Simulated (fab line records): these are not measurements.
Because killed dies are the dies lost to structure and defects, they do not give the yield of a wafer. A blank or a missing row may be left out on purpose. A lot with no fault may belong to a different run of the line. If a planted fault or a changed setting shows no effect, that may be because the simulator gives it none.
Code-filled problem report in 8D (eight disciplines) form :: flow n5_finfet :: the parts of the form that need people (team, actions taken, sign-off) are left out

## 1. PROBLEM STATEMENT
Mean V0_OVL at N5_BEOL_M1_OVL_MEAS_29: 11.3 nm over 9 wafers in 3 lots; fault-free wafers: 0.1 nm, standard deviation 0.67. Relative to the usual mean, that is a shift of +17 standard deviations.
The first sign was on wafer L627.1 at day 7 16:07, on overlay-02. Wafers with a number at this step in the record: 30, from 10 lots. By rule, "out" or "out of limits" means more than 4 standard deviations away from the usual mean. The other wafers with a number count as sound.

## 2. WHAT IT IS; WHAT IT IS NOT
question: which readings at this step
is: V0_OVL
is not: -

question: which lots
is: L627, L628, L629
is not: L621, L622, L623, L630, L632, L639, L641

question: which wafers of those lots
is: all that have a number
is not: -

question: read on which gauges
is: overlay-01, overlay-02
is not: -

question: when
is: from day 7 16:07
is not: up to then (9 sound wafers); but 12 sound wafers of L630, L632, L639, L641 came after

## 3. SUSPECTS, AND WHAT RULES EACH OUT
Counting: a tool at any process step up to the reading remains a suspect when it ran all the lots that are out and ran no sound lot after the first of those.
- the gauge at N5_BEOL_M1_OVL_MEAS_29: ruled out. The wafers that are out were read on 2 gauges (overlay-01, overlay-02).
- euv_scanner-01 at N5_BEOL_M1_EXPOSE_25 (exposes mask V0, defocus 5 nm, target cd 24 nm): kept. It ran every lot that is out, first L627 (day 7 15:56), and no sound lot after that; its last sound lot up to then is L623 (day 6 16:31).
After counting, what remains is euv_scanner-01 at N5_BEOL_M1_EXPOSE_25.

## 4. THE CAUSE (what the simulator had put in)
Scanner matching overlay: euv_scanner-01, from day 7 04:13 on, at N5_BEOL_M1_EXPOSE_25. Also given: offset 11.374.
Counting left only this tool.

## 5. SEQUENCE OF EFFECTS, ordered by route
Each row: a reading where the mean over the struck wafers with a number is more than 3 standard deviations away from the usual. Scope: only readings with a usual standard deviation given in the record; hours: median across lots of the time from each lot's start at the first step in this table that gives one to its start at this step; sigmas: change in usual standard deviations.
hours: 0
step: N5_BEOL_M1_OVL_MEAS_29
reading: V0_OVL
usual: 0.1 nm
on struck wafers: 11.3
change: +11.2
sigmas: +17

hours: 177
step: N5_PASSIVATION_PROBE_49
reading: defect_limited_yield
usual: 91.4 %
on struck wafers: 0.1
change: -91.3
sigmas: -61

hours: 177
step: N5_PASSIVATION_PROBE_49
reading: killed_at_M0_to_M3
usual: 33
on struck wafers: 1105
change: +1072
sigmas: +97

hours: 177
step: N5_PASSIVATION_PROBE_49
reading: killed_dies
usual: 102
on struck wafers: 1179
change: +1077
sigmas: +63

hours: 177
step: N5_PASSIVATION_PROBE_49
reading: killed_on_rim
usual: 13
on struck wafers: 152
change: +139
sigmas: +37

hours: 177
step: N5_PASSIVATION_PROBE_49
reading: sort_bin_5_function
usual: 5.1 %
on struck wafers: 51.1
change: +46.0
sigmas: +48

hours: 177
step: N5_PASSIVATION_PROBE_49
reading: sort_n_pass
usual: 1078
on struck wafers: 1
change: -1077
sigmas: -60

hours: 177
step: N5_PASSIVATION_PROBE_49
reading: sort_yield_pct
usual: 91.3 %
on struck wafers: 0.1
change: -91.2
sigmas: -61
It contains these process steps:
- N5_PASSIVATION_PROBE_49
At these later measuring or inspecting steps, every struck wafer for which the step has a row has a number for every such reading, and none has moved that far: N5_BEOL_M4_RC_MEAS_101.

## 6. HOW IT WOULD HAVE BEEN CAUGHT EARLIER
12 hours passed between the start of the fault at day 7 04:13 and the first reading out of limits at a measuring or inspecting step in this record, taken at day 7 16:07.
Among the 3 lots that are out, L628, L629 began N5_BEOL_M1_EXPOSE_25 on euv_scanner-01 after day 7 16:07. A hold on the tool at that time would have spared those 2.
